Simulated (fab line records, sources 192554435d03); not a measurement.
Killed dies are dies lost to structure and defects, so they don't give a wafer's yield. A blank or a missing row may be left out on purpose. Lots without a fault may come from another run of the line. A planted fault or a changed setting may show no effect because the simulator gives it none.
Chamber matching | flow n5_finfet | N5_HKMG_FIN_STRIP_93 on rie_diel-03: 4 sister chambers
The step strips SOC in N2/H2, time 20 s. 4 wafers are shown with their chamber, then 10 later ones without.

WAFERS WITH THEIR CHAMBER
wafer  | chamber | showerhead_plenum_p_Torr (Torr)
L078.6 | 0       | 3.18
L086.5 | 1       | 3.59
L089.1 | 2       | 3.21
L089.2 | 3       | 3.32

WAFERS WITHOUT THEIR CHAMBER
wafer  | showerhead_plenum_p_Torr (Torr)
L089.4 | 3.21
L090.1 | 3.58
L090.4 | 3.32
L090.6 | 3.58
L094.3 | 3.58
L094.4 | 3.57
L094.5 | 3.20
L096.1 | 3.57
L096.3 | 3.31
L096.4 | 3.31

WHICH CHAMBER EACH WENT THROUGH
wafer  | from the rows above     | in truth
L089.4 | 2                       | 2
L090.1 | 1                       | 1
L090.4 | 3                       | 3
L090.6 | 1                       | 1
L094.3 | 1                       | 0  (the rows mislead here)
L094.4 | 1                       | 1
L094.5 | can't be placed: 2 or 0 | 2
L096.1 | 1                       | 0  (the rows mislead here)
L096.3 | 3                       | 3
L096.4 | 3                       | 3
Placed correctly: 7 of 10. Can't be placed from these rows: 1 (the true chamber is among the candidates in 1). Placed wrongly: 2.
How it was worked out, from the rows above alone: a wafer's distance from a chamber is the root of the sum, over the readings, of the square of ((its reading less the chamber's mean) divided by the reading's scatter). The wafer belongs to the nearest chamber; if the next one is less than 2 further off, it can't be placed. A chamber's mean is the mean of its shown wafers. The scatter: with one shown wafer a chamber, the root of the mean of the squares of how far each hidden wafer lies from its nearest shown one.
